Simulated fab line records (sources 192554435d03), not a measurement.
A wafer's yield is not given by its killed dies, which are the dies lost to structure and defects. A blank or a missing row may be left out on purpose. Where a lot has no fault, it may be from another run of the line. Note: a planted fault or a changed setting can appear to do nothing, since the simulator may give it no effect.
Which tool is to blame? + flow n5-finfet + 9 lots with 27 wafers sampled at 5 steps, on a route of 1938 steps

WHAT EACH GAUGE READ, for each wafer
N5_WELL_APT_OVL_MEAS_09. Usual: NWELL_OVL gives -3 nm (standard deviation 4.9).
| lot  | measured    | on         | NWELL_OVL (nm) | flag |
|------|-------------|------------|----------------|------|
| L226 | day 2 19:43 | overlay-01 | -4 -9 -15      |      |
| L227 | day 3 01:43 | overlay-01 | 1 -9 -8        |      |
| L229 | day 3 13:43 | overlay-02 | 5 8 1          |      |
| L230 | day 3 19:37 | overlay-01 | 3 7 -1         |      |
| L232 | day 4 07:36 | overlay-02 | 7 -4 -5        |      |
| L234 | day 4 20:29 | overlay-01 | 0 0 -1         |      |
| L235 | day 5 01:45 | overlay-01 | -11 -8 -10     |      |
| L239 | day 6 02:06 | overlay-02 | 2 -1 -1        |      |
| L244 | day 7 07:46 | overlay-02 | 2 1 -1         |      |

N5_BEOL_M4_RC_MEAS_101. Usual: CJ_P 5.82, standard deviation 0.12; DIBL_N 36.5 mV/V, standard deviation 1.4; DIBL_P 36.6 mV/V, standard deviation 1.6; IOFF_N 0.160 nA/um, standard deviation 0.024; IOFF_P 0.217 nA/um, standard deviation 0.029; ION_N 674 uA/um, standard deviation 8.7; ION_P 464 uA/um, standard deviation 6.5; SS_N 71.6 mV/dec, standard deviation 0.47; SS_P 73.4 mV/dec, standard deviation 0.57; VT_N 250.0 mV, standard deviation 2.5; VT_P -250 mV, standard deviation 3.1.
| lot  | measured     | on        | CJ_P           | DIBL_N (mV/V)  | DIBL_P (mV/V)  | IOFF_N (nA/um)    | IOFF_P (nA/um)    | ION_N (uA/um) | ION_P (uA/um) | SS_N (mV/dec)  | SS_P (mV/dec)  | VT_N (mV)         | VT_P (mV)      | flag |
|------|--------------|-----------|----------------|----------------|----------------|-------------------|-------------------|---------------|---------------|----------------|----------------|-------------------|----------------|------|
| L226 | day 9 18:49  | prober-02 | 5.94 5.68 5.83 | 38.8 35.9 37.8 | 39.8 36.3 38.6 | 0.211 0.160 0.187 | 0.253 0.196 0.226 | 694 677 679   | 465 457 460   | 72.7 71.2 70.8 | 74.1 73.5 74.0 | 248.9 250.0 249.7 | -249 -253 -253 |      |
| L227 | day 9 20:58  | prober-01 | 5.71 5.73 5.70 | 36.2 35.4 36.4 | 36.6 34.5 37.0 | 0.161 0.140 0.168 | 0.244 0.202 0.238 | 670 670 679   | 472 462 470   | 71.7 71.5 71.6 | 74.0 72.5 73.5 | 248.0 250.6 248.6 | -245 -246 -246 |      |
| L229 | day 10 11:13 | prober-01 | 5.91 5.95 5.99 | 36.3 37.1 36.9 | 37.3 37.9 37.7 | 0.169 0.187 0.176 | 0.261 0.267 0.256 | 678 673 689   | 474 474 474   | 71.1 72.0 71.9 | 74.2 73.4 73.4 | 248.6 245.1 248.4 | -245 -243 -244 |      |
| L230 | day 10 18:02 | prober-02 | 5.78 5.99 5.85 | 36.5 36.8 37.5 | 33.8 35.0 35.5 | 0.151 0.151 0.163 | 0.192 0.203 0.220 | 676 678 677   | 461 468 466   | 71.2 71.1 71.2 | 72.1 73.8 73.2 | 250.4 249.4 249.3 | -251 -251 -248 |      |
| L232 | day 11 02:08 | prober-02 | 5.73 5.79 5.77 | 39.2 40.3 38.9 | 39.4 40.9 39.0 | 0.188 0.209 0.170 | 0.213 0.247 0.197 | 679 668 674   | 461 456 455   | 72.3 72.9 72.2 | 74.0 75.4 74.6 | 248.0 247.4 250.9 | -251 -249 -254 |      |
| L234 | day 11 17:27 | prober-01 | 4.46 4.41 4.48 | 36.7 36.7 37.4 | 37.7 37.8 37.5 | 0.152 0.151 0.160 | 0.199 0.214 0.207 | 677 673 665   | 460 458 457   | 72.3 71.3 71.6 | 73.6 74.3 73.5 | 249.6 251.6 251.6 | -254 -253 -253 | OFF  |
| L235 | day 11 20:25 | prober-02 | 5.74 5.82 5.83 | 36.8 36.1 36.4 | 37.4 36.8 36.4 | 0.157 0.154 0.155 | 0.227 0.219 0.219 | 668 678 678   | 458 468 469   | 72.0 71.6 70.4 | 74.0 73.4 73.7 | 251.6 250.2 251.5 | -247 -249 -249 |      |
| L239 | day 12 14:25 | prober-01 | 4.45 4.51 4.50 | 36.7 36.8 35.0 | 39.5 39.8 37.4 | 0.167 0.173 0.146 | 0.240 0.248 0.202 | 666 669 672   | 465 461 462   | 72.0 71.6 71.7 | 74.3 74.0 73.4 | 249.4 250.7 250.6 | -252 -249 -251 | OFF  |
| L244 | day 13 16:08 | prober-02 | 5.84 5.89 5.71 | 37.0 36.4 36.7 | 36.3 36.3 36.4 | 0.169 0.166 0.173 | 0.218 0.213 0.222 | 677 682 680   | 459 464 464   | 72.2 71.4 72.0 | 72.9 74.0 73.8 | 249.2 247.6 247.2 | -251 -252 -249 |      |

WHICH TOOL RAN EACH LOT (tool, then ch and the chambers of the sampled wafers, then the start)
| lot  | N5_WELL_APT_DESCUM_13             | N5_WELL_APT_IMPLANT_15         | N5_WELL_APT_RTA_34              |
|------|-----------------------------------|--------------------------------|---------------------------------|
| L226 | rie-diel-01 ch 2,3, day 2 19:54   | implanter-01 ch 0, day 2 20:11 | rtp-anneal-02 ch 0, day 2 21:59 |
| L227 | rie-diel-02 ch 0,3, day 3 01:50   | implanter-01 ch 0, day 3 02:08 | rtp-anneal-02 ch 0, day 3 03:52 |
| L229 | rie-diel-02 ch 1,3, day 3 14:09   | implanter-01 ch 0, day 3 14:26 | rtp-anneal-02 ch 0, day 3 16:14 |
| L230 | rie-diel-02 ch 0,2,3, day 3 19:53 | implanter-01 ch 0, day 3 20:11 | rtp-anneal-02 ch 0, day 3 22:01 |
| L232 | rie-diel-01 ch 2,3, day 4 07:40   | implanter-01 ch 0, day 4 07:58 | rtp-anneal-01 ch 0, day 4 09:52 |
| L234 | rie-diel-02 ch 1,3, day 4 20:46   | implanter-01 ch 0, day 4 21:03 | rtp-anneal-01 ch 0, day 4 22:41 |
| L235 | rie-diel-06 ch 1,2,3, day 5 01:48 | implanter-02 ch 0, day 5 02:07 | rtp-anneal-02 ch 0, day 5 03:44 |
| L239 | rie-diel-01 ch 0,1, day 6 02:09   | implanter-01 ch 0, day 6 02:32 | rtp-anneal-01 ch 0, day 6 04:15 |
| L244 | rie-diel-06 ch 1,3, day 7 07:50   | implanter-02 ch 0, day 7 08:07 | rtp-anneal-02 ch 0, day 7 09:50 |
- N5_WELL_APT_DESCUM_13: chemistry O2, time 7.9 s.
- N5_WELL_APT_IMPLANT_15
- N5_WELL_APT_RTA_34: time 10 s.

WHAT THE TOOLS THEMSELVES READ (means of the sampled wafers that have a number; where no wafer has one, the mark that the record gives instead)
N5_WELL_APT_DESCUM_13. Usual: drypump-motor-current-A 5.8 A, standard deviation 0.48; oes-product-au 0.77 a.u., standard deviation 0.071; rf-vpp-V 243.5 V, standard deviation 1.5; showerhead-plenum-p-Torr 2.11 Torr, standard deviation 0.088; throttle-valve-pct 20.43 %, standard deviation 0.2.
| lot  | tool        | drypump-motor-current-A (A) | oes-product-au (a.u.) | rf-vpp-V (V) | showerhead-plenum-p-Torr (Torr) | throttle-valve-pct (%) | flag |
|------|-------------|-----------------------------|-----------------------|--------------|---------------------------------|------------------------|------|
| L226 | rie-diel-01 | 5.4                         | 0.76                  | 244.7        | 2.18                            | 20.60                  |      |
| L227 | rie-diel-02 | 5.8                         | 0.76                  | 241.9        | 2.01                            | 20.22                  |      |
| L229 | rie-diel-02 | 6.3                         | 0.76                  | 243.5        | 2.12                            | 20.35                  |      |
| L230 | rie-diel-02 | 5.8                         | 0.78                  | 243.2        | 2.07                            | 20.26                  |      |
| L232 | rie-diel-01 | 5.4                         | 0.75                  | 244.4        | 2.17                            | 20.61                  |      |
| L234 | rie-diel-02 | 6.1                         | 0.76                  | 243.9        | 2.07                            | 20.28                  |      |
| L235 | rie-diel-06 | 5.6                         | 0.74                  | 243.2        | 2.11                            | 20.61                  |      |
| L239 | rie-diel-01 | 5.6                         | 0.80                  | 243.2        | 2.07                            | 20.40                  |      |
| L244 | rie-diel-06 | 5.5                         | 0.88                  | 242.9        | 2.06                            | 20.29                  |      |

N5_WELL_APT_IMPLANT_15. Usual: dose-ions-cm2 1.5e+13, standard deviation 1.8e+10; end-station-pressure-torr 5.17e-06 Torr, standard deviation 2.5e-07; faraday-current-uA 190, standard deviation 3.8.
| lot  | tool         | dose-ions-cm2 | end-station-pressure-torr (Torr) | faraday-current-uA | flag |
|------|--------------|---------------|----------------------------------|--------------------|------|
| L226 | implanter-01 | 1.5e+13       | 5.30e-06                         | 190                |      |
| L227 | implanter-01 | 1.5e+13       | 5.10e-06                         | 191                |      |
| L229 | implanter-01 | 1.5e+13       | 5.33e-06                         | 190                |      |
| L230 | implanter-01 | 1.5e+13       | 5.06e-06                         | 190                |      |
| L232 | implanter-01 | 1.5e+13       | 5.38e-06                         | 187                |      |
| L234 | implanter-01 | 8.8e+12       | 5.16e-06                         | 112                | OFF  |
| L235 | implanter-02 | 1.5e+13       | 5.24e-06                         | 189                |      |
| L239 | implanter-01 | 8.8e+12       | 5.09e-06                         | 111                | OFF  |
| L244 | implanter-02 | 1.5e+13       | 5.56e-06                         | 188                |      |

N5_WELL_APT_RTA_34. Usual: anneal-temp-c-max 1003.9, standard deviation 1.1; lamp-power-pct 13.00 %, standard deviation 0.056; lamp_zone_2_pct 12.992 %, standard deviation 0.024; wafer_temp_C_max 1003.6, standard deviation 1.1.
| lot  | tool          | anneal-temp-c-max | lamp-power-pct (%) | lamp_zone_2_pct (%) | wafer_temp_C_max | flag |
|------|---------------|-------------------|--------------------|---------------------|------------------|------|
| L226 | rtp-anneal-02 | 1003.4            | 13.02              | 13.019              | 1003.7           |      |
| L227 | rtp-anneal-02 | 1003.2            | 13.02              | 12.974              | 1003.4           |      |
| L229 | rtp-anneal-02 | 1003.6            | 12.90              | 12.999              | 1003.8           |      |
| L230 | rtp-anneal-02 | 1003.9            | 12.97              | 13.006              | 1004.2           |      |
| L232 | rtp-anneal-01 | 1005.1            | 13.05              | 12.978              | 1004.7           |      |
| L234 | rtp-anneal-01 | 1004.5            | 12.97              | 12.981              | 1003.7           |      |
| L235 | rtp-anneal-02 | 1003.2            | 13.02              | 13.001              | 1003.2           |      |
| L239 | rtp-anneal-01 | 1005.5            | 13.03              | 12.984              | 1004.7           |      |
| L244 | rtp-anneal-02 | 1002.8            | 12.99              | 13.020              | 1004.5           |      |

THE ANSWER, worked out from the rows above alone
Rule: a lot counts as off when the mean over its wafers that have a number is more than 3 standard deviations away from the usual mean. A lot without any number at a reading at which 4 lots or more have one is off too. The other lots that the step has rows for count as sound. The gauges are gone through in route order, then the tools' own readings, and for those a lot's mean is taken as printed above. The first step at which some lot is off is used, and at that step the reading that is off furthest; a lot without a number counts as furthest.
Off: at N5_BEOL_M4_RC_MEAS_101 (CJ_P), L234, L239.
A tool fits if, at a process step before that reading, it ran every lot that is off, and no sound lot after the first of them. Not tried: the gauges at N5_BEOL_M4_RC_MEAS_101; whatever is off there is also off at N5_WELL_APT_IMPLANT_15, on other tools, and gauge error can't account for it. Undecided on this evidence; 2 tools fit (implanter-01 at N5_WELL_APT_IMPLANT_15, rtp-anneal-01 at N5_WELL_APT_RTA_34).

WHAT WAS PUT IN BY THE SIMULATOR
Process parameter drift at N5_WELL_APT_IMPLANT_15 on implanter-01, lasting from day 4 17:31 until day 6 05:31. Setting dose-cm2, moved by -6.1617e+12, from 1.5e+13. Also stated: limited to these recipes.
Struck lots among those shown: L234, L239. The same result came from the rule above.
